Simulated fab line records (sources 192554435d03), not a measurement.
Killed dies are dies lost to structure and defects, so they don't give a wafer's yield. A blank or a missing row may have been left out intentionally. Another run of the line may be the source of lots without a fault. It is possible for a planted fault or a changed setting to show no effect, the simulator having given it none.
Matching of chambers || flow n5-finfet || N5_BEOL_M8_ALD_77 on ald-metal-02 has 4 sister chambers
The step deposits TaN, target thk 2 nm, pulse time 2 s, purge time 3 s. 4 wafers are shown with their chamber, then 8 later ones without.

## EACH WAFER AND ITS CHAMBER
{"wafer": "L688.4", "chamber": 0, "heater-power-w (W)": 377}
{"wafer": "L688.5", "chamber": 2, "heater-power-w (W)": 408}
{"wafer": "L688.6", "chamber": 3, "heater-power-w (W)": 389}
{"wafer": "L692.3", "chamber": 1, "heater-power-w (W)": 429}

## WAFERS WHOSE CHAMBER IS MISSING
{"wafer": "L692.4", "heater-power-w (W)": 416}
{"wafer": "L692.6", "heater-power-w (W)": 386}
{"wafer": "L694.1", "heater-power-w (W)": 374}
{"wafer": "L694.3", "heater-power-w (W)": 380}
{"wafer": "L694.4", "heater-power-w (W)": 421}
{"wafer": "L702.1", "heater-power-w (W)": 410}
{"wafer": "L702.2", "heater-power-w (W)": 383}
{"wafer": "L702.6", "heater-power-w (W)": 397}

## CHAMBER TAKEN BY EACH
{"wafer": "L692.4", "from the rows above": "can't be placed: 2 or 1", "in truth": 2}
{"wafer": "L692.6", "from the rows above": "can't be placed: 3 or 0", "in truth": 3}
{"wafer": "L694.1", "from the rows above": 0, "in truth": 0}
{"wafer": "L694.3", "from the rows above": "can't be placed: 0 or 3", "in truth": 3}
{"wafer": "L694.4", "from the rows above": "can't be placed: 1 or 2", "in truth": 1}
{"wafer": "L702.1", "from the rows above": 2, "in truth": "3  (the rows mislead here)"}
{"wafer": "L702.2", "from the rows above": "can't be placed: 0 or 3", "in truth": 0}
{"wafer": "L702.6", "from the rows above": "can't be placed: 3 or 2", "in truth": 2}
Correct placement for 1 of the 8. From these rows, 6 cannot be placed; in 6 the true chamber is one of the candidates. Placed wrongly: 1.
How it was worked out, from the rows above alone: a wafer's distance from a chamber is the root of the sum, over the readings, of the square of ((its reading less the chamber's mean) divided by the reading's scatter). The wafer belongs to the nearest chamber; if the next one is less than 2 further off, it can't be placed. The mean given for a chamber averages the wafers shown for that chamber. The scatter: with one shown wafer a chamber, the root of the mean of the squares of how far each hidden wafer lies from its nearest shown one.
